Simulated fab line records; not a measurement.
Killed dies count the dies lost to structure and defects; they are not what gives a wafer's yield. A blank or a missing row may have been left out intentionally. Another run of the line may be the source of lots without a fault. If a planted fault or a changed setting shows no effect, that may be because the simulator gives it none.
Which tool is to blame? + flow nand harc + Sampling: 7 lots, 20 wafers, 4 of 1159 route steps

== WHAT THE GAUGES SHOWED, per wafer ==
NHARC_A_ONON_D1_THK_MEAS_02: measures by ellipsometry.
| lot  | measured     | on            | thk nm (nm)    |
|------|--------------|---------------|----------------|
| L910 | day 7 21:26  | film metro-02 | 1007 1007 1007 |
| L912 | day 7 21:26  | film metro-01 | 990 991 990    |
| L915 | day 9 09:22  | film metro-01 | 1008 1008 1009 |
| L919 | day 10 01:16 | film metro-01 | 1001 1001 998  |
| L921 | day 11 06:02 | film metro-01 | 1010 1007 1006 |
| L926 | day 11 21:24 | film metro-01 | 844 845        |
| L931 | day 12 21:25 | film metro-02 | 1001 1000 1001 |

== WHICH TOOL RAN EACH LOT (tool, then ch and the chambers of the sampled wafers, then the start) ==
| lot  | NHARC_P_BONDPAD_PRE_CLEAN_26            | NHARC_P_BONDPAD_CMP_19        | NHARC_A_ONON_D1_DEP_00           |
|------|-----------------------------------------|-------------------------------|----------------------------------|
| L910 | pvd sputter-03, day 6 20:55 or earlier  | cmp-01 ch 0,2,3, day 6 20:55  | pecvd onon-01 ch 0, day 7 20:59  |
| L912 | pvd sputter-03, day 6 23:03 or earlier  | cmp-02 ch 0,2, day 6 23:03    | pecvd onon-02 ch 0, day 7 20:59  |
| L915 | pvd sputter-03, day 8 07:14 or earlier  | cmp-01 ch 0,2,3, day 8 07:14  | pecvd onon-02 ch 0, day 9 08:55  |
| L919 | pvd sputter-03, day 9 00:14 or earlier  | cmp-04 ch 0,1,3, day 9 00:14  | pecvd onon-01 ch 0, day 10 00:46 |
| L921 | pvd sputter-03, day 10 02:26 or earlier | cmp-01 ch 0,1,2, day 10 02:26 | pecvd onon-02 ch 0, day 11 05:38 |
| L926 | pvd sputter-01, day 10 21:03 or earlier | cmp-01 ch 0,2, day 10 21:03   | pecvd onon-01 ch 0, day 11 20:53 |
| L931 | pvd sputter-01, day 11 21:05 or earlier | cmp-04 ch 0,3, day 11 21:05   | pecvd onon-03 ch 0, day 12 20:54 |
- NHARC_P_BONDPAD_PRE_CLEAN_26: time 30 s.
- NHARC_P_BONDPAD_CMP_19: polishes, t overpolish 30 s, cu recess touch 16 s, target thk 160.81 nm.
- NHARC_A_ONON_D1_DEP_00: target thk 1000 nm.

== THE ANSWER, worked out from the rows above alone ==
Rule: the lots themselves supply what counts as usual. The widest of any qualifying gaps counts: lots, ordered by their means at a reading, are off when they make up no more than a third of the lots, leave a main group of 4 or more, and stand apart from it by 3 or more times the standard deviation of that group's means. The tables above print the reading to a certain number of digits; a main group whose means all agree to those digits is not used. Also off: a lot with no number at a reading for which 4 or more lots have one. All remaining lots with rows at the step are treated as sound.
Off at NHARC_A_ONON_D1_THK_MEAS_02 (thk nm): L926. Mean 1002 nm and standard deviation 6.3 in the main group.
If a tool, at a process step before that reading, ran all the lots that are off and no sound lot after the first of them, it fits. The gauges at NHARC_A_ONON_D1_THK_MEAS_02 are tried like those tools. NHARC_P_BONDPAD_PRE_CLEAN_26: start missing for some lots; hours and lot order therefore follow NHARC_P_BONDPAD_CMP_19. Can't be told from this: 3 tools fit, cmp-01 at NHARC_P_BONDPAD_CMP_19, pecvd onon-01 at NHARC_A_ONON_D1_DEP_00, film metro-01 at NHARC_A_ONON_D1_THK_MEAS_02.

== WHAT WAS PUT IN BY THE SIMULATOR ==
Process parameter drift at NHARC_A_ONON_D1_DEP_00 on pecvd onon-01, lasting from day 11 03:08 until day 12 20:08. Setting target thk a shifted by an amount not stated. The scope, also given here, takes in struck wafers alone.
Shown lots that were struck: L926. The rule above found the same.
